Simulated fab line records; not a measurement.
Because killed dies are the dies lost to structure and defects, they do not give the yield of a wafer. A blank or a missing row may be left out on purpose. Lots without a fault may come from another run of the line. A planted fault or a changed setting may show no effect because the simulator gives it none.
fab line records	flow n5Finfet
[record] lots = 7	wafers = 39
route steps=1938 shown FIN_SAQP@96 DUMMY_GATE@246 MOL_CONTACT_COAG@608 BEOL_M0@721 BEOL_M6@1251 BEOL_M12@1656 MIM_BOT_LITHO@1860
startH: hours from the record's opening day to when the first of the lot's shown wafers began	waitH: hours from the lot's prior step to this one	" identical to the entry in the row above	L1.1+2: a single row standing in for several wafers	- value missing, or start not given	* or withheld: withheld	< > ~ a bound
route shown NAME@n: a module of which the file shows steps, and the number in the route of the first	usual: mean/standard deviation taken from wafers without a fault	same: alike in all rows	chamber/n: place in a boat	sites: per-site readings	_std_site: their standard deviation	_edge_site: the outer-site mean with the inner-site mean subtracted	radiusMm: how far each site lies from the wafer's centre	mask NAME#n: copy n	behind: the most recent tool/chamber to have shaped the wafer	hold: why the lot went on hold/how many hours it stayed there/how the hold came to an end	device: which transistor (n, p or np) failed to switch	end of line: tests of these same wafers at the route's end	for a step that has no rows: nothing shown but its recipe	killed: not the wafer's yield, but the dies lost to structure and defects at the first sort	map: the dies of a wafer, with x for killed, . for not killed, _ for no die there
set.NAME: the run value of the setting; set.NAME@STEP: its run value at that earlier step	model.NAME: the simulator's own value behind a step, which no gauge read
lots run with intentionally changed settings; tables by step, rows by wafer
[[steps]]
[step N5_FIN_SAQP_HM_DEP_03]
[recipe] material = SiNx	targetThkA = 380	tempC = 400	precursor = SiH4/NH3/N2	pressureTorr = 1.5	rfW = 300	timeS = 33.6
lot.wafer	tool	chamber	startH	waitH	set.timeS	model.SiNx_of_FIN_SAQP_HM_DEP_03.thkNm
L074.1	pecvd-01	0	22.06	0.2	17.67	20.69
L074.2	"	1	"	"	17.67	19.85
L074.3	"	1	"	"	33.6	38.37
L074.4	"	0	"	"	17.67	21.07
L074.5	"	1	"	"	33.6	38.43
L074.6	"	0	"	"	33.6	38.87
L075.1	pecvd-01	1	26.70	0.2	33.6	37.58
L075.2	"	0	"	"	33.6	38.02
L075.3	"	0	"	"	33.6	38.67
L075.4	"	1	"	"	33.6	38.49
L075.5	"	0	"	"	33.6	38.82
L075.6	"	1	"	"	33.6	38.21
L082.1	pecvd-01	2	69.20	0.2	33.6	37.79
L082.2	"	0	"	"	33.6	37.06
L082.3	"	1	"	"	33.6	36.95
L082.4	"	0	"	"	33.6	37.66
L082.5	"	1	"	"	33.6	37.54
L082.6	"	2	"	"	33.6	37.76
L087.1	pecvd-01	1	101.50	0.2	52.61	59.06
L087.2	"	0	"	"	52.61	58.97
L087.3	"	2	"	"	33.6	37.65
L087.4	"	2	"	"	33.6	38.33
L087.5	"	1	"	"	52.61	59.93
L087.6	"	0	"	"	33.6	38.44
L088.1	pecvd-04	1	104.70	0.2	33.6	37.55
L088.2	"	0	"	"	33.6	37.61
L088.3	"	2	"	"	33.6	37.95
L088.4	"	0	"	"	33.6	38.52
L088.5	"	2	"	"	33.6	38.61
L088.6	"	1	"	"	33.6	38.59
L089.1	pecvd-04	1	111.50	0.2	33.6	38.11
L089.2	"	0	"	"	52.98	60.15
L089.3	"	2	"	"	52.98	59.8
L089.4	"	2	"	"	33.6	38.9
L089.5	"	0	"	"	52.98	60.71
L089.6	"	1	"	"	33.6	38.83
L094.1	pecvd-04	2	141.04	0.2	33.6	38.55
L094.3	"	1	"	"	33.6	38.9
L094.4	"	1	"	"	33.6	39.5
[step N5_FIN_SAQP_THK_MEAS_05]
[usual] thkNm = 38.1/0.67
lot.wafer	tool	chamber	startH	waitH	set.timeS@FIN_SAQP_HM_DEP_03	thkNm
L074.1	filmMetro-02	-	22.17	0.1	17.67	20.7
L074.2	"	-	"	"	17.67	19.9
L074.3	"	-	"	"	33.6	38.4
L074.4	"	-	"	"	17.67	21.1
L074.5	"	-	"	"	33.6	38.4
L074.6	"	-	"	"	33.6	38.9
L075.1	filmMetro-02	-	26.81	0.1	33.6	37.6
L075.2	"	-	"	"	33.6	38.0
L075.3	"	-	"	"	33.6	38.7
L075.4	"	-	"	"	33.6	38.5
L075.5	"	-	"	"	33.6	38.8
L075.6	"	-	"	"	33.6	38.2
L082.1	filmMetro-01	-	69.29	0.1	33.6	37.8
L082.2	"	-	"	"	33.6	37.1
L082.3	"	-	"	"	33.6	36.9
L082.4	"	-	"	"	33.6	37.7
L082.5	"	-	"	"	33.6	37.5
L082.6	"	-	"	"	33.6	37.8
L087.1	filmMetro-02	-	101.59	0.1	52.61	59.1
L087.2	"	-	"	"	52.61	59.0
L087.3	"	-	"	"	33.6	37.7
L087.4	"	-	"	"	33.6	38.4
L087.5	"	-	"	"	52.61	59.9
L087.6	"	-	"	"	33.6	38.5
L088.1	filmMetro-02	-	104.79	0.1	33.6	37.6
L088.2	"	-	"	"	33.6	37.7
L088.3	"	-	"	"	33.6	37.9
L088.4	"	-	"	"	33.6	38.5
L088.5	"	-	"	"	33.6	38.6
L088.6	"	-	"	"	33.6	38.5
L089.1	filmMetro-01	-	111.59	0.1	33.6	38.1
L089.2	"	-	"	"	52.98	60.1
L089.3	"	-	"	"	52.98	59.8
L089.4	"	-	"	"	33.6	38.9
L089.5	"	-	"	"	52.98	60.7
L089.6	"	-	"	"	33.6	38.8
L094.1	filmMetro-01	-	141.13	0.1	33.6	38.6
L094.3	"	-	"	"	33.6	38.9
L094.4	"	-	"	"	33.6	39.5
[step N5_FIN_SAQP_PECVD_47]
[recipe] material = a-Si	targetThkA = 450	tempC = 400	precursor = SiH4/He	pressureTorr = 3	rfW = 100	timeS = 36.3
[step N5_FIN_SAQP_PECVD_48]
[recipe] material = SiNx	targetThkA = 250	tempC = 400	precursor = SiH4/NH3/N2	pressureTorr = 1.5	rfW = 300	timeS = 22.1
[step N5_FIN_SAQP_MANDREL2_REMOVE_60]
[recipe] chemistry = HBr/Cl2/O2	btTimeS = 10	target = a-Si	stopOn = SiNx	endpoint = OES-SiCl	overEtchFrac = 1	icpW = 600	biasW = 22	HBr_flow_sccm = 150	Cl2_flow_sccm = 80	O2_flow_sccm = 5	pressureMtorr = 10
[step N5_FIN_SAQP_HM_OPEN_33]
[recipe] chemistry = CH3F/O2	target = SiNx	maskMaterial = SiO2	targetDepthA = 494	timeS = 70.6	pressureMtorr = 30	sourceW = 395	biasW = 73	Ar_flow_sccm = 150	CH3F_flow_sccm = 30	O2_flow_sccm = 20	ionEnergyEv = 120	ends = cleared
[usual] etchRfOnTimeS = 69.3/2
lot.wafer	tool	chamber	startH	waitH	set.timeS@FIN_SAQP_HM_DEP_03	etchRfOnTimeS	model.etch.depthNm
L074.1	rieDiel-05	3	27.65	0.0	17.67	36.4	19.72
L074.2	"	0	"	"	17.67	34.8	19.16
L074.3	"	1	"	"	33.6	70.8	37.62
L074.4	"	1	"	"	17.67	38.2	20.45
L074.5	"	0	"	"	33.6	68.1	37.74
L074.6	"	3	"	"	33.6	68.9	37.9
L075.1	rieDiel-05	2	31.68	0.1	33.6	69.0	36.84
L075.2	"	3	"	"	33.6	67.5	37.39
L075.3	"	1	"	"	33.6	71.0	38.02
L075.4	"	0	"	"	33.6	68.6	37.74
L075.5	"	1	"	"	33.6	71.3	38.19
L075.6	"	0	"	"	33.6	68.1	37.56
L082.1	rieDiel-01	3	76.67	0.0	33.6	71.4	37.17
L082.2	"	2	"	"	33.6	68.0	36.43
L082.3	"	0	"	"	33.6	69.6	36.32
L082.4	"	1	"	"	33.6	68.3	36.77
L082.5	"	2	"	"	33.6	68.2	36.65
L082.6	"	1	"	"	33.6	68.8	37.13
L087.1	rieDiel-04	3	106.26	0.0	52.61	104.9	58.43
L087.2	"	1	"	"	52.61	108.0	58.32
L087.3	"	2	"	"	33.6	67.8	36.99
L087.4	"	0	"	"	33.6	71.6	37.58
L087.5	"	2	"	"	52.61	108.4	59.18
L087.6	"	1	"	"	33.6	70.1	37.78
L088.1	rieDiel-04	3	109.73	0.0	33.6	65.7	36.92
L088.2	"	2	"	"	33.6	67.2	36.96
L088.3	"	1	"	"	33.6	69.2	37.29
L088.4	"	0	"	"	33.6	71.9	37.78
L088.5	"	0	"	"	33.6	72.4	37.98
L088.6	"	1	"	"	33.6	70.7	37.94
L089.1	rieDiel-04	3	117.21	0.7	33.6	67.5	37.48
L089.2	"	1	"	"	52.98	112.5	59.27
L089.3	"	0	"	"	52.98	113.9	59.18
L089.4	"	2	"	"	33.6	71.3	38.27
L089.5	"	1	"	"	52.98	114.1	60.09
L089.6	"	2	"	"	33.6	71.2	38.21
L094.1	rieDiel-05	2	146.77	0.1	33.6	71.5	37.93
L094.3	"	3	"	"	33.6	69.7	38.15
L094.4	"	1	"	"	33.6	69.1	38.81
[step N5_DUMMY_GATE_ETCH_32]
[recipe] chemistry = CF4	target = SiO2	targetDepthA = 35	timeS = 3.9	ionEnergyEv = 350	pressureMtorr = 10	icpW = 800	biasW = 400	cf4FlowSccm = 80
lot.wafer	tool	chamber	startH	waitH	set.timeS	model.etch.depthNm
L074.1	rieSi-06	2	50.21	0.1	2.852	2.475
L074.2	"	3	"	"	2.852	2.596
L074.3	"	1	"	"	3.9	3.386
L074.4	"	0	"	"	3.9	3.221
L074.5	"	2	"	"	2.852	2.463
L074.6	"	1	"	"	3.9	3.354
L075.1	rieSi-04	3	52.86	0.1	3.9	3.729
L075.2	"	0	"	"	3.9	3.504
L075.3	"	1	"	"	3.9	3.469
L075.4	"	3	"	"	3.9	3.701
L075.5	"	1	"	"	3.9	3.462
L075.6	"	0	"	"	3.9	3.489
L082.1	rieSi-06	3	97.19	0.1	3.9	3.632
L082.2	"	0	"	"	3.9	3.301
L082.3	"	1	"	"	3.9	3.348
L082.4	"	2	"	"	3.9	3.453
L082.5	"	0	"	"	3.9	3.267
L082.6	"	3	"	"	3.9	3.62
L087.1	rieSi-04	1	128.29	0.1	3.9	3.417
L087.2	"	0	"	"	3.9	3.467
L087.3	"	2	"	"	5.813	5.106
L087.4	"	3	"	"	3.9	3.695
L087.5	"	0	"	"	5.813	5.127
L087.6	"	3	"	"	5.813	5.464
L088.1	rieSi-04	1	130.98	0.1	3.9	3.492
L088.2	"	0	"	"	3.219	2.888
L088.3	"	2	"	"	3.219	2.923
L088.4	"	3	"	"	3.9	3.762
L088.5	"	3	"	"	3.9	3.775
L088.6	"	0	"	"	3.219	2.9
L089.1	rieSi-06	0	137.54	0.1	3.9	3.242
L089.2	"	1	"	"	3.9	3.349
L089.3	"	3	"	"	3.9	3.606
L089.4	"	2	"	"	5.393	4.781
L089.5	"	1	"	"	5.393	4.67
L089.6	"	0	"	"	5.393	4.505
L094.1	rieSi-04	3	169.67	0.1	3.9	3.761
L094.3	"	2	"	"	3.9	3.531
L094.4	"	1	"	"	3.9	3.475
[step N5_MOL_CONTACT_COAG_ALD_133]
[recipe] material = SiO2	targetThkA = 50	tempC = 100	aldPrecursorFamily = BDEAS	aldCoReactant = O2-plasma	pulseTimeS = 1	coReactantPulseTimeS = 1	purgeTimeS = 2	coReactantPurgeTimeS = 2	aldCycles = 35	pressureTorr = 2
lot.wafer	tool	chamber	startH	waitH	set.aldCycles	model.SiO2_of_MOL_CONTACT_COAG_ALD_133.thkNm
L074.1+5+6	aldSin-04	2,0,1	114.29	0.2	25	3.6
L074.2+3+4	"	0,1,3	"	"	35	5
L075.1+2+3+4+5+6	aldSin-01	2,0,1,3,3,0	117.55	0.1	35	5
L082.1+3+5	aldSin-04	0,1,2	152.25	0.1	35	5
L082.2+4+6	"	3,2,3	"	"	23	3.2
L087.1+2+3	aldSin-04	0,1,3	181.40	0.2	35	5
L087.4+5+6	"	2,1,0	"	"	41	5.8
L088.1+2+3+4+5+6	aldSin-01	2,1,3,2,1,3	184.15	0.1	35	5
L089.1+3+4	aldSin-04	1,2,3	194.53	0.3	23	3.2
L089.2+5+6	"	0,3,2	"	"	35	5
L094.1+3+4	aldSin-01	3,0,1	226.10	0.1	35	5
[step N5_BEOL_M0_TRENCH_ETCH_107]
[recipe] chemistry = C4F6/O2	targetDepthA = 328	target = SiOC	timeS = 16.4	ionEnergyEv = 250	pressureMtorr = 30	sourceW = 355	biasW = 185	Ar_flow_sccm = 300	C4F6_flow_sccm = 10	O2_flow_sccm = 10
lot.wafer	tool	chamber	startH	waitH	set.targetDepthA	model.BEOL_M0.featureDepthNm
L074.1	rieDiel-04	0	128.76	0.0	328	31.6
L074.2	"	2	"	"	328	33
L074.3+5	"	1	"	"	328	32.6
L074.4	"	3	"	"	328	33.8
L074.6	"	0	"	"	328	31.4
L075.1	rieDiel-05	3	149.80	0.0	328	33.4
L075.2+6	"	1	"	"	328	34.2
L075.3	"	0	"	"	328	32.8
L075.4	"	2	"	"	328	32.4
L075.5	"	2	"	"	328	32.2
L082.1	rieDiel-05	1	169.12	0.0	275.6	28.2
L082.2+4+5	"	0,2,2	"	"	328	32.4
L082.3	"	3	"	"	275.6	27.6
L082.6	"	1	"	"	275.6	28.6
L087.1+4	rieDiel-01	0,3	195.88	0.0	328	32
L087.2	"	2	"	"	328	32.8
L087.3+5	"	1	"	"	328	32.4
L087.6	"	2	"	"	328	32.6
L088.1	rieDiel-05	0	201.89	0.0	219.2	21.8
L088.2	"	1	"	"	328	34.2
L088.3	"	2	"	"	219.2	21.6
L088.4	"	3	"	"	219.2	22
L088.5	"	2	"	"	328	32.2
L088.6	"	3	"	"	328	33.2
L089.1+2	rieDiel-04	2,3	212.23	0.0	328	33.4
L089.3+5	"	2,3	"	"	523.2	53.4
L089.4	"	3	"	"	523.2	53.2
L089.6	"	2	"	"	328	33.6
L094.1+4	rieDiel-04	3	239.74	0.0	328	33.8
L094.3	"	2	"	"	328	33.4
[step N5_BEOL_M0_STRIP_142]
[recipe] chemistry = N2/H2	timeS = 10	powerW = 450	tempC = 40	pressureMtorr = 20	rfFrequencyHz = 6e+07	biasPowerW = 7	n2FlowSccm = 200	h2FlowSccm = 200
[step N5_BEOL_M0_OCD_MEAS_108]
[usual] trenchDepthNm = 32.9/0.75
lot.wafer	tool	chamber	startH	waitH	set.targetDepthA@BEOL_M0_TRENCH_ETCH_107	trenchDepthNm
L074.1	ocd-01	-	128.86	0.1	328	31.7
L074.2	"	-	"	"	328	33.5
L074.3	"	-	"	"	328	32.3
L074.4	"	-	"	"	328	33.8
L074.5	"	-	"	"	328	32.5
L074.6	"	-	"	"	328	31.6
L075.1	ocd-01	-	149.90	0.1	328	33.5
L075.2	"	-	"	"	328	34.5
L075.3	"	-	"	"	328	32.4
L075.4	"	-	"	"	328	32.1
L075.5	"	-	"	"	328	32.3
L075.6	"	-	"	"	328	34.2
L082.1	ocd-01	-	169.22	0.1	275.6	28.8
L082.2	"	-	"	"	328	32.3
L082.3	"	-	"	"	275.6	28.4
L082.4	"	-	"	"	328	33.0
L082.5	"	-	"	"	328	32.4
L082.6	"	-	"	"	275.6	29.0
L087.1	ocd-01	-	195.98	0.1	328	32.3
L087.2	"	-	"	"	328	32.7
L087.3	"	-	"	"	328	32.2
L087.4	"	-	"	"	328	32.1
L087.5	"	-	"	"	328	32.6
L087.6	"	-	"	"	328	32.6
L088.1	ocd-02	-	201.99	0.1	219.2	21.9
L088.2	"	-	"	"	328	35.1
L088.3	"	-	"	"	219.2	21.7
L088.4	"	-	"	"	219.2	21.9
L088.5	"	-	"	"	328	31.6
L088.6	"	-	"	"	328	33.0
L089.1	ocd-01	-	212.37	0.1	328	33.3
L089.2	"	-	"	"	328	33.2
L089.3	"	-	"	"	523.2	53.6
L089.4	"	-	"	"	523.2	52.8
L089.5	"	-	"	"	523.2	53.6
L089.6	"	-	"	"	328	33.8
L094.1	ocd-01	-	239.84	0.1	328	33.7
L094.3	"	-	"	"	328	33.3
L094.4	"	-	"	"	328	34.1
[step N5_BEOL_M6_ALD_77]
[recipe] material = TaN	targetThkA = 20	tempC = 275	aldPrecursorFamily = PDMAT	aldCoReactant = NH3	pressureTorr = 3	carrierFlowSccm = 1500	pulseTimeS = 2	purgeTimeS = 3	coReactantPurgeTimeS = 2	coReactantPulseTimeS = 3	aldCycles = 40	precursorVesselTempC = 75	precursorVesselPressureTorr = 26.25	precursorVesselCarrierSccm = 1000
lot.wafer	tool	chamber	startH	waitH	set.aldCycles	model.TaN_of_BEOL_M6_ALD_77.thkNm
L074.1+2+3+4+5+6	aldMetal-03	0,3,1,2,1,2	292.36	0.0	40	2
L075.1+2+6	aldMetal-02	1,3,0	296.39	0.3	40	2
L075.3+4+5	"	2,0,1	"	"	19	1
L082.1+5+6	aldMetal-02	1,3,0	331.12	0.1	40	2
L082.2+3+4	"	2,3,0	"	"	49	2.4
L089.1+5+6	aldMetal-02	1,1,0	363.04	0.1	40	2
L089.2+3+4	"	2,3,0	"	"	64	3.2
L088.1+4+5	aldMetal-03	0,3,3	372.65	0.0	18	0.8
L088.2+3+6	"	2,1,2	"	"	40	2
L087.1+3+6	aldMetal-03	3,2,1	373.21	0.0	40	2
L087.2+4+5	"	0,1,0	"	"	23	1.2
L094.1+3+4	aldMetal-02	3,1,2	406.91	0.1	40	2
[step N5_BEOL_M12_DEP_53]
[recipe] material = SiCN	targetThkA = 300	tempC = withheld	precursor = 3MS/NH3	pressureTorr = 3	rfW = 675	timeS = 10.5
lot.wafer	tool	chamber	startH	waitH	set.targetThkA	model.SiCN_of_BEOL_M12_DEP_53.thkNm
L074.1+5	pecvd-02	1,0	345.43	0.0	385.5	38.8
L074.2	"	0	"	"	385.5	38.4
L074.3+6	"	2	"	"	300	30
L074.4	"	1	"	"	300	30.2
L075.1	pecvd-01	1	346.06	0.0	300	29.2
L075.2	"	2	"	"	474.4	47.2
L075.3	"	1	"	"	300	30
L075.4	"	2	"	"	474.4	48.2
L075.5	"	1	"	"	474.4	47.4
L075.6	"	2	"	"	300	30.6
L082.1+2	pecvd-02	1,0	382.40	0.0	406.1	41
L082.3	"	2	"	"	406.1	40.8
L082.4	"	1	"	"	300	31.2
L082.5	"	2	"	"	300	30.8
L082.6	"	0	"	"	300	30.6
L089.1+2	pecvd-02	2,0	414.85	0.0	362.8	36.2
L089.3	"	0	"	"	362.8	36.8
L089.4	"	2	"	"	300	31
L089.5+6	"	2,0	"	"	300	30.6
L087.1	pecvd-01	2	421.94	0.0	300	30
L087.2+6	"	0,1	"	"	215.2	21.4
L087.3	"	1	"	"	300	29.6
L087.4	"	2	"	"	215.2	21.6
L087.5	"	0	"	"	300	30.6
L088.1+3	pecvd-01	0,2	425.89	0.0	181.3	18
L088.2	"	1	"	"	300	29.8
L088.4	"	2	"	"	300	30.6
L088.5	"	1	"	"	300	30.2
L088.6	"	0	"	"	181.3	18.6
L094.1	pecvd-03	0	450.03	0.0	300	29.2
L094.3	"	1	"	"	300	29.8
L094.4	"	0	"	"	300	29.4
[step N5_MIM_BOT_LITHO_DEVELOP_07]
[recipe] developTimeS = 60	rinseLiquid = diw	dry = airSpin	devTempC = 21
lot.wafer	tool	chamber	startH	waitH	set.developTimeS
L074.1+3+5	lithoTrack-04	0	-	-	60
L074.2+4+6	"	0	"	"	27.58
L075.1+2+4	lithoTrack-01	0	-	-	60
L075.3+5+6	"	0	"	"	91.48
L082.1+3+5	lithoTrack-01	0	-	-	35.94
L082.2+4+6	"	0	"	"	60
L089.1+2+3+4+5+6	lithoTrack-04	0	-	-	60
L087.1+3+4	lithoTrack-04	0	-	-	26.98
L087.2+5+6	"	0	"	"	60
L088.1+2+3+4+5+6	lithoTrack-02	0	-	-	60
L094.1+3+4	lithoTrack-04	0	-	-	60
[step N5_MIM_BOT_LITHO_HARDBAKE_09]
[recipe] tempC = 130	timeS = 120
[step N5_MIM_BOT_LITHO_CD_MEAS_08]
[recipe] targetCdNm = 3000	landingEnergyEv = 500	detector = seInlens	polarity = opening
[usual] cdNm = 3002.4/1.6
lot.wafer	tool	chamber	startH	waitH	set.developTimeS@MIM_BOT_LITHO_DEVELOP_07	cdNm
L074.1	cdSem-02	0	373.73	-	60	3004.5
L074.2	"	0	"	"	27.58	2988.0
L074.3	"	0	"	"	60	3001.7
L074.4	"	0	"	"	27.58	2986.3
L074.5	"	0	"	"	60	3001.9
L074.6	"	0	"	"	27.58	2988.8
L075.1	cdSem-03	0	379.14	-	60	3001.6
L075.2	"	0	"	"	60	3000.9
L075.3	"	0	"	"	91.48	3011.2
L075.4	"	0	"	"	60	3000.8
L075.5	"	0	"	"	91.48	3007.7
L075.6	"	0	"	"	91.48	3010.4
L082.1	cdSem-01	0	403.92	-	35.94	2993.9
L082.2	"	0	"	"	60	3005.9
L082.3	"	0	"	"	35.94	2994.6
L082.4	"	0	"	"	60	3000.5
L082.5	"	0	"	"	35.94	2994.0
L082.6	"	0	"	"	60	3002.9
L089.1	cdSem-02	0	439.09	-	60	3001.7
L089.2	"	0	"	"	60	3002.3
L089.3	"	0	"	"	60	3002.4
L089.4	"	0	"	"	60	3003.9
L089.5	"	0	"	"	60	2999.3
L089.6	"	0	"	"	60	3001.8
L087.1	cdSem-01	0	445.11	-	26.98	2986.5
L087.2	"	0	"	"	60	3000.3
L087.3	"	0	"	"	26.98	2986.1
L087.4	"	0	"	"	26.98	2988.3
L087.5	"	0	"	"	60	3004.7
L087.6	"	0	"	"	60	3001.1
L088.1	cdSem-03	0	451.39	-	60	3003.2
L088.2	"	0	"	"	60	3002.9
L088.3	"	0	"	"	60	3003.8
L088.4	"	0	"	"	60	3001.5
L088.5	"	0	"	"	60	3000.7
L088.6	"	0	"	"	60	3003.7
L094.1	cdSem-01	0	473.55	-	60	3000.6
L094.3	"	0	"	"	60	3004.5
L094.4	"	0	"	"	60	3005.4
[[key]]
[split] step = N5_FIN_SAQP_HM_DEP_03	setting = timeS	stated = 33.6	by = wafer
[response] step = N5_FIN_SAQP_HM_DEP_03	reading = model.SiNx_of_FIN_SAQP_HM_DEP_03.thkNm	change = +0.376	per = 1%	r = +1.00
[response] step = N5_FIN_SAQP_THK_MEAS_05	reading = thkNm	change = *	per = 1%	r = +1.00
[response] step = N5_FIN_SAQP_HM_OPEN_33	reading = etchRfOnTimeS	change = *	per = 1%	r = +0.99
[response] step = N5_FIN_SAQP_HM_OPEN_33	reading = model.etch.depthNm	change = +0.375	per = 1%	r = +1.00
[split] step = N5_DUMMY_GATE_ETCH_32	setting = timeS	stated = 3.9	by = wafer
[response] step = N5_DUMMY_GATE_ETCH_32	reading = model.etch.depthNm	change = +0.0341	per = 1%	r = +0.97
[split] step = N5_MOL_CONTACT_COAG_ALD_133	setting = aldCycles	stated = 35	by = wafer
[response] step = N5_MOL_CONTACT_COAG_ALD_133	reading = model.SiO2_of_MOL_CONTACT_COAG_ALD_133.thkNm	change = +0.0512	per = 1%	r = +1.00
[split] step = N5_BEOL_M0_TRENCH_ETCH_107	setting = targetDepthA	stated = 328	by = wafer
[response] step = N5_BEOL_M0_TRENCH_ETCH_107	reading = model.BEOL_M0.featureDepthNm	change = +0.333	per = 1%	r = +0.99
[response] step = N5_BEOL_M0_OCD_MEAS_108	reading = trenchDepthNm	change = +0.331	per = 1%	r = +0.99
[split] step = N5_BEOL_M6_ALD_77	setting = aldCycles	stated = 40	by = wafer
[response] step = N5_BEOL_M6_ALD_77	reading = model.TaN_of_BEOL_M6_ALD_77.thkNm	change = +0.02	per = 1%	r = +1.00
[split] step = N5_BEOL_M12_DEP_53	setting = targetThkA	stated = 300	by = wafer
[response] step = N5_BEOL_M12_DEP_53	reading = model.SiCN_of_BEOL_M12_DEP_53.thkNm	change = +0.299	per = 1%	r = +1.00
[split] step = N5_MIM_BOT_LITHO_DEVELOP_07	setting = developTimeS	stated = 60	by = wafer
[response] step = N5_MIM_BOT_LITHO_CD_MEAS_08	reading = cdNm	change = +0.238	per = 1%	r = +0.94
